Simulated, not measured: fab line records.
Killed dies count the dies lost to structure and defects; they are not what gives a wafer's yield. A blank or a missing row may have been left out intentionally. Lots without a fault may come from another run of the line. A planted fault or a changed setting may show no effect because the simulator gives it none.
Chamber matching :: flow nand harc :: rie diel-07 running NHARC_A_CHANNEL_HOLE_D1_DESCUM_15: 4 sister chambers
The step chemistry O2, time 3 s. 7 wafers are shown with their chamber, then 7 later ones without.

WAFERS PAIRED WITH THEIR CHAMBERS
wafer: L117.5
chamber: 3
showerhead plenum p Torr (Torr): 1.86
drypump motor current A (A): 5.4

wafer: L117.6
chamber: 0
showerhead plenum p Torr (Torr): 1.98
drypump motor current A (A): 5.3

wafer: L126.1
chamber: 1
showerhead plenum p Torr (Torr): 2.04
drypump motor current A (A): 5.8

wafer: L126.4
chamber: 2
showerhead plenum p Torr (Torr): 1.79
drypump motor current A (A): 5.7

wafer: L126.5
chamber: 2
showerhead plenum p Torr (Torr): 1.79
drypump motor current A (A): 5.7

wafer: L131.2
chamber: 1
showerhead plenum p Torr (Torr): 2.03
drypump motor current A (A): 5.9

wafer: L131.3
chamber: 3
showerhead plenum p Torr (Torr): 1.85
drypump motor current A (A): 5.4

WAFERS WHOSE CHAMBER IS MISSING
wafer: L131.6
showerhead plenum p Torr (Torr): 2.03
drypump motor current A (A): 5.9

wafer: L133.1
showerhead plenum p Torr (Torr): 1.79
drypump motor current A (A): 5.7

wafer: L133.3
showerhead plenum p Torr (Torr): 2.03
drypump motor current A (A): 5.8

wafer: L133.4
showerhead plenum p Torr (Torr): 1.85
drypump motor current A (A): 5.4

wafer: L134.2
showerhead plenum p Torr (Torr): 2.03
drypump motor current A (A): 5.9

wafer: L134.4
showerhead plenum p Torr (Torr): 1.79
drypump motor current A (A): 5.7

wafer: L134.5
showerhead plenum p Torr (Torr): 1.97
drypump motor current A (A): 5.3

CHAMBER TAKEN BY EACH
wafer: L131.6
from the rows above: 1
in truth: 1

wafer: L133.1
from the rows above: 2
in truth: 2

wafer: L133.3
from the rows above: 1
in truth: 1

wafer: L133.4
from the rows above: 3
in truth: 3

wafer: L134.2
from the rows above: 1
in truth: 1

wafer: L134.4
from the rows above: 2
in truth: 2

wafer: L134.5
from the rows above: 0
in truth: 0
Correctly placed: 7 of 7. Left unplaced by these rows: 0. 0 placed wrongly.
How it was worked out, from the rows above alone: a wafer's distance from a chamber is the root of the sum, over the readings, of the square of ((its reading less the chamber's mean) divided by the reading's scatter). If the next closest chamber is less than 2 further off than the closest, the wafer can't be placed; otherwise it belongs to the closest. Each chamber's mean is taken over the wafers shown for it. The scatter: the root of (the sum of the squares of (reading less its chamber's mean) over the shown wafers, divided by (wafers less chambers)).
